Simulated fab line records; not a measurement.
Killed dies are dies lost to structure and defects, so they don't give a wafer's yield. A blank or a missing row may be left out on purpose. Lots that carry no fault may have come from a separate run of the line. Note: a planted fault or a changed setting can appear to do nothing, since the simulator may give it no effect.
fab line records	flow n5-finfet
[record] lots = 7	wafers = 21
route steps=1938 shown BEOL_M5@1160 BEOL_M6@1212 BEOL_M7@1289 BEOL_M8@1350 BEOL_M9@1419
start-h: the number of hours between the record's first day and the start of the first shown wafer of the lot	wait-h: time in hours since the lot's previous step	" identical to the entry in the row above	L1.1+2: a single row standing in for several wafers	- either no value or no given start	* or withheld: withheld	< > ~ a bound
route shown NAME@n: a module of which the file shows steps, and the number in the route of the first	usual: mean and standard deviation over wafers with no fault	same: alike in all rows	chamber/n: place in a boat	sites: per-site readings	_std_site: their standard deviation	_edge_site: inner sites' mean taken away from outer sites' mean	radius-mm: how far each site lies from the wafer's centre	mask NAME#n: copy n	behind: tool/chamber where the wafer was last shaped	hold: reason for holding the lot/hours on hold/outcome of the hold	device: the transistor (n, p or np) that didn't switch	end of line: the tests these same wafers got at the end of their route	for a step that has no rows: nothing shown but its recipe	killed: not the wafer's yield, but the dies lost to structure and defects at the first sort	map: shows each die of a wafer: x if killed, . if not, _ if none is there
set.NAME: the setting that was run; set.NAME@STEP: the one run at that earlier step	model.NAME: the simulator's own value behind a step, which no gauge read
lots whose settings were changed on purpose; a table a step, a row a wafer
[[steps]]
[step N5_BEOL_M5_TRENCH_ETCH_37]
[recipe] chemistry = C4F6/O2	target-depth-a = 716.52	target = SiCOH_lowk	time-s = 24.7	ion-energy-ev = 250	pressure-mtorr = 30	source-w = 345	bias-w = 185	Ar_flow_sccm = 300	C4F6_flow_sccm = 10	O2_flow_sccm = 10
[usual] rf-vpp-V = 659/11
lot.wafer	tool	chamber	start-h	wait-h	set.bias-w	rf-vpp-V	model.etch.depth-nm	model.BEOL_M5.feature-depth-nm
L077.2	rie-diel-06	2	-	-	217.2	754	73.7	73.8
L077.4	"	3	"	"	217.2	741	73.49	73.4
L077.6	"	2	"	"	185	666	69.56	69.6
L078.1	rie-diel-05	0	-	-	185	644	72.99	73
L078.5	"	1	"	"	185	680	69.77	69.8
L078.6	"	2	"	"	212.7	760	75.42	75.4
L079.4	rie-diel-06	2	-	-	185	664	70.75	70.8
L079.5	"	1	"	"	185	654	70.06	70
L079.6	"	2	"	"	185	667	70.74	70.8
L082.1	rie-diel-05	3	-	-	185	666	70.98	71
L082.4	"	1	"	"	185	680	69.48	69.4
L082.6	"	3	"	"	213	745	73.85	73.8
L084.3	rie-diel-01	3	-	-	159.8	593	66.57	66.6
L084.4	"	0	"	"	185	644	70.28	70.2
L084.5	"	3	"	"	185	666	69.92	70
L086.2	rie-diel-05	2	-	-	172.8	643	70.23	70.2
L086.3	"	3	"	"	185	667	71.28	71.2
L086.4	"	2	"	"	185	680	71.54	71.6
L089.1	rie-diel-01	1	-	-	185	657	70.59	70.6
L089.3	"	2	"	"	175.9	627	71.56	71.6
L089.5	"	0	"	"	185	643	71.77	71.8
[step N5_BEOL_M5_ETCH_41]
[recipe] chemistry = CH3F/O2	target = SiCN	target-depth-a = 315	taper-deg = 2	time-s = 56.7	ion-energy-ev = 120	mask-material = TiN	pressure-mtorr = 30	source-w = 395	bias-w = 75	Ar_flow_sccm = 150	CH3F_flow_sccm = 30	O2_flow_sccm = 20
[step N5_BEOL_M5_STRIP_91]
[recipe] chemistry = N2/H2	time-s = 10	power-w = 450	temp-c = 40	pressure-mtorr = 20	rf-frequency-hz = 6e+07	bias-power-w = 7	n2-flow-sccm = 200	h2-flow-sccm = 200
[step N5_BEOL_M5_OCD_MEAS_38]
[usual] trench-depth-nm = 70.7/1.1
lot.wafer	tool	chamber	start-h	wait-h	set.bias-w@BEOL_M5_TRENCH_ETCH_37	trench-depth-nm
L077.2	ocd-01	-	198.46	-	217.2	73.7
L077.4	"	-	"	"	217.2	73.2
L077.6	"	-	"	"	185	69.2
L078.1	ocd-02	-	198.61	-	185	72.9
L078.5	"	-	"	"	185	70.2
L078.6	"	-	"	"	212.7	75.6
L079.4	ocd-01	-	213.22	-	185	70.1
L079.5	"	-	"	"	185	70.3
L079.6	"	-	"	"	185	70.8
L082.1	ocd-02	-	226.63	-	185	70.9
L082.4	"	-	"	"	185	69.4
L082.6	"	-	"	"	213	74.2
L084.3	ocd-02	-	227.95	-	159.8	67.0
L084.4	"	-	"	"	185	70.5
L084.5	"	-	"	"	185	69.6
L086.2	ocd-02	-	257.04	-	172.8	69.6
L086.3	"	-	"	"	185	71.5
L086.4	"	-	"	"	185	71.1
L089.1	ocd-02	-	266.49	-	185	70.3
L089.3	"	-	"	"	175.9	71.5
L089.5	"	-	"	"	185	71.2
[step N5_BEOL_M5_HM_STRIP_39]
[recipe] chemistry = peroxide-tin-strip	material = TiN	target-depth-a = 250	temp-c = 50	time-s = 158
[step N5_BEOL_M5_SRD_40]
[recipe] time-s = 30	temp-c = 23	rinse-liquid = diw	dry = ipa-marangoni
[step N5_BEOL_M5_PRECLEAN_42]
[recipe] chemistry = residue-remover	time-s = 60	temp-c = 40
[step N5_BEOL_M5_SRD_43]
[recipe] time-s = 30	temp-c = 23	rinse-liquid = diw	dry = ipa-marangoni
[step N5_BEOL_M5_CD_MEAS_35]
[recipe] target-cd-nm = 28	target-cd-y-nm = 24	polarity = opening
[usual] cd-nm = 28.0/0.38
lot.wafer	tool	chamber	start-h	wait-h	set.dose-mj@BEOL_M5_EXPOSE_08	cd-nm
L077.2	cd-sem-01	-	198.61	0.0	34.43	27.6
L077.4	"	-	"	"	35.75	28.6
L077.6	"	-	"	"	35.75	27.9
L078.1	cd-sem-03	-	198.78	0.0	35.75	28.2
L078.5	"	-	"	"	35.75	28.4
L078.6	"	-	"	"	33.9	27.1
L079.4	cd-sem-03	-	213.49	0.0	35.75	27.3
L079.5	"	-	"	"	35.75	27.7
L079.6	"	-	"	"	35.75	27.1
L082.1	cd-sem-02	-	226.78	0.0	35.75	28.0
L082.4	"	-	"	"	35.75	27.9
L082.6	"	-	"	"	36.76	28.9
L084.3	cd-sem-02	-	228.11	0.0	34.26	26.9
L084.4	"	-	"	"	35.75	28.3
L084.5	"	-	"	"	34.26	27.2
L086.2	cd-sem-03	-	257.20	0.0	35.75	28.7
L086.3	"	-	"	"	35.75	28.8
L086.4	"	-	"	"	35.75	28.1
L089.1	cd-sem-03	-	266.66	0.0	35.75	27.9
L089.3	"	-	"	"	35.75	27.5
L089.5	"	-	"	"	35.75	27.5
[step N5_BEOL_M6_ETCH_62]
[recipe] chemistry = N2/H2	target = SOC	target-depth-a = 1100	overetch-a = 220	mask-material = SiARC	temp-c = 40	time-s = 165	ion-energy-ev = 200	pressure-mtorr = 30	source-w = 840	bias-w = 150	n2-flow-sccm = 200	h2-flow-sccm = 200
lot.wafer	tool	chamber	start-h	wait-h	set.time-s	model.SiARC_of_BEOL_M6_COAT_60.thk-nm
L077.2+6	rie-diel-02	1	208.84	0.0	165	28.4
L077.4	"	2	"	"	177.1	28.2
L078.1	rie-diel-03	3	209.17	0.0	140.9	29.4
L078.5+6	"	3,2	"	"	165	28.4
L079.4+6	rie-diel-04	0,2	224.30	0.0	165	28.2
L079.5	"	1	"	"	165	28.4
L082.1+6	rie-diel-04	3,2	235.70	0.0	147.8	29
L082.4	"	0	"	"	165	28.6
L084.3	rie-diel-03	3	237.86	0.0	165	28.6
L084.4	"	2	"	"	165	28.4
L084.5	"	0	"	"	165	28.8
L086.2+3	rie-diel-02	1,3	266.76	0.0	165	28.4
L086.4	"	0	"	"	192.4	27.2
L089.1	rie-diel-02	1	276.71	0.0	194.3	27.4
L089.3	"	2	"	"	165	28.8
L089.5	"	1	"	"	165	28.4
[step N5_BEOL_M6_STRIP_68]
[recipe] chemistry = N2/H2	temp-c = 40	n2-flow-sccm = 200	h2-flow-sccm = 200	rf-frequency-hz = 6e+07
[step N5_BEOL_M6_STRIP_67]
[recipe] chemistry = CF4	resist = SiARC	power-w = 300	bias-power-w = 75	pressure-mtorr = 50	cf4-flow-sccm = 150	rf-frequency-hz = 6e+07
[step N5_BEOL_M6_HM_OPEN_17]
[recipe] chemistry = Cl2/BCl3	target-depth-a = 200	overetch-a = 60	target = TiN	mask-material = SOC	ion-energy-ev = 150	pressure-mtorr = 10	icp-w = 1000	bias-w = 126	Cl2_flow_sccm = 53.25	bcl3-flow-sccm = 21.75	Ar_flow_sccm = 25
lot.wafer	tool	chamber	start-h	wait-h	set.time-s@BEOL_M6_ETCH_62	model.etch.depth-nm
L077.2	rie-metal-01	0	209.03	0.0	165	19.68
L077.4	"	0	"	"	177.1	18.55
L077.6	"	1	"	"	165	20.21
L078.1	rie-metal-01	1	209.36	0.0	140.9	20.1
L078.5	"	0	"	"	165	20.11
L078.6	"	1	"	"	165	20.23
L079.4	rie-metal-01	0	224.62	0.2	165	20
L079.5	"	1	"	"	165	20.1
L079.6	"	0	"	"	165	19.75
L082.1	rie-metal-03	1	235.88	0.0	147.8	20.2
L082.4	"	1	"	"	165	20.3
L082.6	"	1	"	"	147.8	20.34
L084.3	rie-metal-02	1	238.07	0.1	165	19.8
L084.4	"	0	"	"	165	19.97
L084.5	"	1	"	"	165	20.13
L086.2	rie-metal-01	1	266.95	0.0	165	19.97
L086.3	"	0	"	"	165	19.81
L086.4	"	1	"	"	192.4	17.17
L089.1	rie-metal-03	1	276.90	0.0	194.3	16.74
L089.3	"	0	"	"	165	19.47
L089.5	"	0	"	"	165	19.71
[step N5_BEOL_M6_COAT_22]
[recipe] resist = CAR-EUV	spin-rpm = 1500	resist-thk-nm = 30
lot.wafer	tool	chamber	start-h	wait-h	set.spin-rpm	model.CAR-EUV_of_BEOL_M6_COAT_22.thk-nm
L077.2+4+6	litho-track-03	0	-	-	1500	30
L078.1	litho-track-05	0	-	-	1419	31
L078.5	"	0	"	"	1419	30.8
L078.6	"	0	"	"	1500	30
L079.4+5+6	litho-track-01	0	-	-	1500	30
L082.1	litho-track-03	0	-	-	1500	30
L082.4	"	0	"	"	1358	31.6
L082.6	"	0	"	"	1500	30.2
L084.3	litho-track-05	0	-	-	1650	28.8
L084.4	"	0	"	"	1500	30.2
L084.5	"	0	"	"	1650	28.6
L086.2+3	litho-track-05	0	-	-	1500	30
L086.4	"	0	"	"	1626	28.8
L089.1	litho-track-05	0	-	-	1500	29.8
L089.3+5	"	0	"	"	1551	29.4
[step N5_BEOL_M6_EBR_24]
[recipe] solvent = PGMEA	ebr-width-mm = 1.5
[step N5_BEOL_M6_SOFTBAKE_23]
[recipe] temp-c = 110	time-s = 60	resist = CAR-EUV
[step N5_BEOL_M6_DESCUM_33]
[recipe] chemistry = O2	time-s = 7	source-power-w = 50	bias-power-w = 20	pressure-mtorr = 20	rf-frequency-hz = 2.712e+07	temp-c = 40	resist = CAR-EUV	o2-flow-sccm = 225
lot.wafer	tool	chamber	start-h	wait-h	set.spin-rpm@BEOL_M6_COAT_22	model.CAR-EUV_of_BEOL_M6_COAT_22.thk-nm
L077.2+6	rie-diel-04	2,3	210.82	0.2	1500	26.2
L077.4	"	0	"	"	1500	26
L078.1	rie-diel-02	2	211.29	0.5	1419	27
L078.5	"	1	"	"	1419	26.8
L078.6	"	0	"	"	1500	26
L079.4+5+6	rie-diel-04	3,2,1	226.32	0.0	1500	26
L082.1+6	rie-diel-02	2	236.72	0.0	1500	26.2
L082.4	"	1	"	"	1358	27.6
L084.3	rie-diel-03	3	241.38	0.3	1650	24.8
L084.4	"	0	"	"	1500	26.4
L084.5	"	2	"	"	1650	24.6
L086.2+3	rie-diel-03	3,2	267.72	0.0	1500	26
L086.4	"	2	"	"	1626	24.8
L089.1	rie-diel-03	3	277.53	0.0	1500	26
L089.3	"	1	"	"	1551	25.6
L089.5	"	2	"	"	1551	25.4
[step N5_BEOL_M7_COAT_71]
[recipe] resist = underlayer	temp-c = 205	time-s = 60	spin-rpm = 1500	resist-thk-nm = 5
lot.wafer	tool	chamber	start-h	wait-h	set.spin-rpm
L077.2+6	litho-track-01	0	-	-	1500
L077.4	"	0	"	"	1387
L078.1+6	litho-track-02	0	-	-	1500
L078.5	"	0	"	"	1641
L079.4+5+6	litho-track-01	0	-	-	1500
L082.1+4	litho-track-02	0	-	-	1500
L082.6	"	0	"	"	1605
L084.3+4	litho-track-02	0	-	-	1407
L084.5	"	0	"	"	1500
L086.2+4	litho-track-01	0	-	-	1615
L086.3	"	0	"	"	1500
L089.1+3+5	litho-track-02	0	-	-	1500
[step N5_BEOL_M7_EXPOSE_25]
[recipe] mask-id = V6	na = 0.33	source-shape = annular	sigma-inner = 0.4	sigma-outer = 0.8	polarization = unpolarized	target-cd-nm = 40	dose-mj = 42.5
lot.wafer	tool	chamber	start-h	wait-h	mask	set.dose-mj
L077.2+4+6	euv-scanner-02	0	217.59	-	V6#0	44.2
L078.1+5+6	euv-scanner-02	0	218.28	-	V6#0	42.5
L079.4+5+6	euv-scanner-01	0	234.01	-	V6#0	42.5
L082.1+4+6	euv-scanner-01	0	242.66	-	V6#0	42.5
L084.3+4+5	euv-scanner-02	0	249.13	-	V6#0	42.5
L086.2+3	euv-scanner-01	0	275.56	-	V6#0	40.97
L086.4	"	0	"	"	V6#0	42.5
L089.1	euv-scanner-02	0	285.73	-	V6#0	42.5
L089.3+5	"	0	"	"	V6#0	41.14
[step N5_BEOL_M7_PEB_26]
[recipe] peb-temp-c = 100	peb-time-s = 60	resist = CAR-EUV
[step N5_BEOL_M7_DEVELOP_27]
[recipe] develop-time-s = 30	developer = TMAH	resist = CAR-EUV	rinse-liquid = surfactant-rinse	dry = air-spin	dev-temp-c = 23
[step N5_BEOL_M7_DESCUM_33]
[recipe] chemistry = O2	time-s = 7	source-power-w = 50	bias-power-w = 20	pressure-mtorr = 20	rf-frequency-hz = 2.712e+07	temp-c = 40	resist = CAR-EUV	o2-flow-sccm = 225
[step N5_BEOL_M7_ETCH_72]
[recipe] chemistry = N2/H2	target = underlayer	target-depth-a = 65	mask-material = CAR-EUV	time-s = 5.2	ion-energy-ev = 200	pressure-mtorr = 30	source-w = 840	bias-w = 150	n2-flow-sccm = 200	h2-flow-sccm = 200	ends = cleared
lot.wafer	tool	chamber	start-h	wait-h	set.spin-rpm@BEOL_M7_COAT_71	model.etch.depth-nm
L077.2	rie-diel-01	1	217.88	0.0	1500	5
L077.4	"	2	"	"	1387	5.201
L077.6	"	0	"	"	1500	5.007
L078.1	rie-diel-05	2	218.57	0.0	1500	5.012
L078.5	"	2	"	"	1641	4.77
L078.6	"	1	"	"	1500	4.983
L079.4	rie-diel-01	1	234.28	0.0	1500	4.999
L079.5	"	2	"	"	1500	4.979
L079.6	"	3	"	"	1500	4.987
L082.1	rie-diel-01	3	242.94	0.0	1500	4.976
L082.4	"	0	"	"	1500	4.969
L082.6	"	1	"	"	1605	4.824
L084.3	rie-diel-05	2	249.74	0.0	1407	5.145
L084.4	"	2	"	"	1407	5.156
L084.5	"	3	"	"	1500	4.986
L086.2	rie-diel-06	2	275.84	0.0	1615	4.818
L086.3	"	1	"	"	1500	5.013
L086.4	"	3	"	"	1615	4.813
L089.1	rie-diel-06	0	286.12	0.0	1500	5.013
L089.3	"	1	"	"	1500	5.009
L089.5	"	3	"	"	1500	5.011
[step N5_BEOL_M8_ETCH_62]
[recipe] chemistry = N2/H2	target = SOC	target-depth-a = 1100	overetch-a = 220	mask-material = SiARC	temp-c = 40	time-s = 165	ion-energy-ev = 200	pressure-mtorr = 30	source-w = 840	bias-w = 150	n2-flow-sccm = 200	h2-flow-sccm = 200
lot.wafer	tool	chamber	start-h	wait-h	set.time-s	model.SiARC_of_BEOL_M8_COAT_60.thk-nm
L077.2	rie-diel-03	3	224.29	0.0	138.8	29.4
L077.4	"	0	"	"	165	28.2
L077.6	"	0	"	"	165	28.4
L078.1+5	rie-diel-04	1	224.56	0.0	165	28.4
L078.6	"	0	"	"	181	27.6
L079.4+6	rie-diel-04	2	241.53	0.0	165	28.2
L079.5	"	3	"	"	165	28
L082.1	rie-diel-02	3	251.83	0.0	190.7	27.4
L082.4	"	2	"	"	165	28.6
L082.6	"	1	"	"	165	28.4
L084.3	rie-diel-02	3	255.85	0.0	131.9	29.8
L084.4	"	2	"	"	131.9	30
L084.5	"	0	"	"	131.9	29.6
L086.2	rie-diel-03	1	281.66	0.0	165	28.6
L086.3	"	0	"	"	165	28.4
L086.4	"	0	"	"	182.7	27.8
L089.1+3	rie-diel-03	0,3	293.13	0.0	165	28.4
L089.5	"	3	"	"	176.3	28
[step N5_BEOL_M9_ETCH_62]
[recipe] chemistry = N2/H2	target = SOC	target-depth-a = 1100	overetch-a = 220	mask-material = SiARC	temp-c = 40	time-s = 165	ion-energy-ev = 200	pressure-mtorr = 30	source-w = 840	bias-w = 150	n2-flow-sccm = 200	h2-flow-sccm = 200
[usual] rf-vpp-V = 523.2/2.1
lot.wafer	tool	chamber	start-h	wait-h	set.source-w	rf-vpp-V
L078.1	rie-diel-06	1	231.76	0.0	840	523.0
L078.5	"	0	"	"	759.5	545.9
L078.6	"	1	"	"	840	524.5
L077.2	rie-diel-05	1	233.45	0.0	912.4	508.6
L077.4	"	2	"	"	912.4	509.6
L077.6	"	3	"	"	840	524.0
L079.4	rie-diel-05	2	248.34	0.1	840	522.6
L079.5	"	1	"	"	840	522.2
L079.6	"	3	"	"	840	522.3
L082.1	rie-diel-06	0	259.60	0.0	840	527.7
L082.4	"	2	"	"	840	526.5
L082.6	"	0	"	"	840	527.3
L084.3	rie-diel-05	3	263.23	0.0	948.2	503.2
L084.4	"	0	"	"	948.2	500.7
L084.5	"	3	"	"	840	524.2
L086.2	rie-diel-01	2	291.79	0.0	840	522.3
L086.3	"	0	"	"	840	525.4
L086.4	"	3	"	"	840	523.1
L089.1	rie-diel-05	2	299.56	0.0	840	523.6
L089.3	"	1	"	"	710.4	553.5
L089.5	"	0	"	"	840	521.6
[step N5_BEOL_M9_COAT_63]
[recipe] resist = SOC	temp-c = 250	time-s = 60	spin-rpm = 1500	resist-thk-nm = 60
lot.wafer	tool	chamber	start-h	wait-h	set.spin-rpm	model.SOC_of_BEOL_M9_COAT_63.thk-nm
L078.1	litho-track-02	0	232.20	0.0	1500	60
L078.5+6	"	0	"	"	1406	61.8
L077.2	litho-track-02	0	235.60	1.6	1500	59.6
L077.4+6	"	0	"	"	1500	59.8
L079.4+5+6	litho-track-05	0	248.77	0.1	1500	59.8
L082.1	litho-track-01	0	261.04	1.1	1592	58.4
L082.4	"	0	"	"	1500	60
L082.6	"	0	"	"	1592	58.2
L084.3	litho-track-05	0	265.19	1.6	1547	59
L084.4	"	0	"	"	1500	59.6
L084.5	"	0	"	"	1500	59.8
L086.2	litho-track-05	0	293.67	1.5	1564	58.6
L086.3	"	0	"	"	1500	60
L086.4	"	0	"	"	1500	59.8
L089.1+3+5	litho-track-01	0	301.06	1.0	1500	60
[step N5_BEOL_M9_COAT_64]
[recipe] resist = SiARC	temp-c = 220	time-s = 60	spin-rpm = 1500	resist-thk-nm = 12
[step N5_BEOL_M9_COAT_75]
[recipe] resist = underlayer	temp-c = 205	time-s = 60	spin-rpm = 1500	resist-thk-nm = 5
[step N5_BEOL_M9_ETCH_76]
[recipe] chemistry = N2/H2	target = underlayer	target-depth-a = 65	mask-material = CAR-EUV	time-s = 5.2	ion-energy-ev = 200	pressure-mtorr = 30	source-w = 840	bias-w = 150	n2-flow-sccm = 200	h2-flow-sccm = 200	ends = cleared
[step N5_BEOL_M9_ETCH_65]
[recipe] chemistry = CF4	target = SiARC	target-depth-a = 156	mask-material = CAR-EUV	time-s = 26	ion-energy-ev = 80	pressure-mtorr = 40	source-w = 545	bias-w = 36	Ar_flow_sccm = 100	cf4-flow-sccm = 100	ends = cleared
[step N5_BEOL_M9_ETCH_66]
[recipe] chemistry = N2/H2	target = SOC	target-depth-a = 800	overetch-a = 160	mask-material = SiARC	temp-c = 40	time-s = 120	ion-energy-ev = 200	pressure-mtorr = 30	source-w = 840	bias-w = 150	n2-flow-sccm = 200	h2-flow-sccm = 200
lot.wafer	tool	chamber	start-h	wait-h	set.spin-rpm@BEOL_M9_COAT_63	model.etch.depth-nm
L078.1	rie-diel-06	1	232.74	0.0	1500	59.98
L078.5	"	2	"	"	1406	61.75
L078.6	"	3	"	"	1406	61.72
L077.2	rie-diel-05	0	236.19	0.0	1500	59.69
L077.4	"	1	"	"	1500	59.79
L077.6	"	0	"	"	1500	59.8
L079.4+5	rie-diel-06	3,1	249.68	0.0	1500	59.83
L079.6	"	2	"	"	1500	59.85
L082.1	rie-diel-05	2	261.51	0.0	1592	58.35
L082.4	"	1	"	"	1500	60.08
L082.6	"	3	"	"	1592	58.29
L084.3	rie-diel-06	0	266.39	0.0	1547	58.91
L084.4	"	2	"	"	1500	59.66
L084.5	"	2	"	"	1500	59.87
L086.2	rie-diel-05	1	294.26	0.0	1564	58.63
L086.3	"	2	"	"	1500	60.02
L086.4	"	0	"	"	1500	59.72
L089.1	rie-diel-06	1	301.53	0.0	1500	59.96
L089.3	"	0	"	"	1500	60.01
L089.5	"	3	"	"	1500	59.94
[step N5_BEOL_M9_STRIP_69]
[recipe] chemistry = N2/H2	temp-c = 40	n2-flow-sccm = 200	h2-flow-sccm = 200	rf-frequency-hz = 6e+07
[step N5_BEOL_M9_STRIP_77]
[recipe] chemistry = N2/H2	temp-c = 40	n2-flow-sccm = 200	h2-flow-sccm = 200	rf-frequency-hz = 6e+07
[step N5_BEOL_M9_VIA_ETCH_34]
[recipe] chemistry = C4F6/O2	target = SiCOH_lowk	target-depth-a = 1824	mask-material = SOC	taper-deg = 4	time-s = 68.4	ion-energy-ev = 250	pressure-mtorr = 30	source-w = 345	bias-w = 185	Ar_flow_sccm = 300	C4F6_flow_sccm = 10	O2_flow_sccm = 10
lot.wafer	tool	chamber	start-h	wait-h	set.spin-rpm@BEOL_M9_COAT_63	model.SOC_of_BEOL_M9_COAT_63.thk-nm
L078.1	rie-diel-06	1	232.85	0.0	1500	51
L078.5	"	2	"	"	1406	52.8
L078.6	"	3	"	"	1406	52.6
L077.2	rie-diel-05	0	236.29	0.0	1500	50.6
L077.4	"	1	"	"	1500	51
L077.6	"	0	"	"	1500	50.8
L079.4	rie-diel-06	3	249.78	0.0	1500	50.6
L079.5+6	"	1,2	"	"	1500	51
L082.1+6	rie-diel-05	2,3	261.61	0.0	1592	49.2
L082.4	"	1	"	"	1500	51.2
L084.3	rie-diel-06	0	266.49	0.0	1547	49.8
L084.4	"	2	"	"	1500	50.8
L084.5	"	2	"	"	1500	51
L086.2	rie-diel-05	1	294.36	0.0	1564	49.8
L086.3	"	2	"	"	1500	51
L086.4	"	0	"	"	1500	50.6
L089.1+3	rie-diel-06	1,0	301.63	0.0	1500	51
L089.5	"	3	"	"	1500	50.6
[[key]]
[split] step = N5_BEOL_M5_TRENCH_ETCH_37	setting = bias-w	stated = 185	by = wafer
[response] step = N5_BEOL_M5_TRENCH_ETCH_37	reading = rf-vpp-V	change = +5.08	per = 1%	r = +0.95
[response] step = N5_BEOL_M5_TRENCH_ETCH_37	reading = model.etch.depth-nm	change = +0.237	per = 1%	r = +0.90
[response] step = N5_BEOL_M5_TRENCH_ETCH_37	reading = model.BEOL_M5.feature-depth-nm	change = +0.235	per = 1%	r = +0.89
[response] step = N5_BEOL_M5_OCD_MEAS_38	reading = trench-depth-nm	change = +0.242	per = 1%	r = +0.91
[split] step = N5_BEOL_M6_ETCH_62	setting = time-s	stated = 165	by = wafer
[response] step = N5_BEOL_M6_ETCH_62	reading = model.SiARC_of_BEOL_M6_COAT_60.thk-nm	change = -0.0636	per = 1%	r = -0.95
[response] step = N5_BEOL_M6_HM_OPEN_17	reading = model.etch.depth-nm	shape = bent	at-lowest = 20.1	at-stated = 19.95	at-highest = 16.74
[split] step = N5_BEOL_M6_COAT_22	setting = spin-rpm	stated = 1500	by = wafer
[response] step = N5_BEOL_M6_COAT_22	reading = model.CAR-EUV_of_BEOL_M6_COAT_22.thk-nm	change = -0.151	per = 1%	r = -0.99
[response] step = N5_BEOL_M6_DESCUM_33	reading = model.CAR-EUV_of_BEOL_M6_COAT_22.thk-nm	change = -0.156	per = 1%	r = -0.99
[split] step = N5_BEOL_M7_COAT_71	setting = spin-rpm	stated = 1500	by = wafer
[response] step = N5_BEOL_M7_ETCH_72	reading = model.etch.depth-nm	change = -0.0247	per = 1%	r = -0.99
[split] step = N5_BEOL_M7_EXPOSE_25	setting = dose-mj	stated = 42.5	by = wafer
response none clear
[split] step = N5_BEOL_M8_ETCH_62	setting = time-s	stated = 165	by = wafer
[response] step = N5_BEOL_M8_ETCH_62	reading = model.SiARC_of_BEOL_M8_COAT_60.thk-nm	change = -0.0701	per = 1%	r = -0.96
[split] step = N5_BEOL_M9_ETCH_62	setting = source-w	stated = 840	by = wafer
[response] step = N5_BEOL_M9_ETCH_62	reading = rf-vpp-V	change = -1.93	per = 1%	r = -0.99
[split] step = N5_BEOL_M9_COAT_63	setting = spin-rpm	stated = 1500	by = wafer
[response] step = N5_BEOL_M9_COAT_63	reading = model.SOC_of_BEOL_M9_COAT_63.thk-nm	change = -0.281	per = 1%	r = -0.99
[response] step = N5_BEOL_M9_ETCH_66	reading = model.etch.depth-nm	change = -0.284	per = 1%	r = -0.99
[response] step = N5_BEOL_M9_VIA_ETCH_34	reading = model.SOC_of_BEOL_M9_COAT_63.thk-nm	change = -0.292	per = 1%	r = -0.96
split outside-this-file step=N5_BEOL_M5_EXPOSE_08 setting=dose-mj
// split outside-this-file: this setting was split too, and the file shows its column; the key of that split is in another file
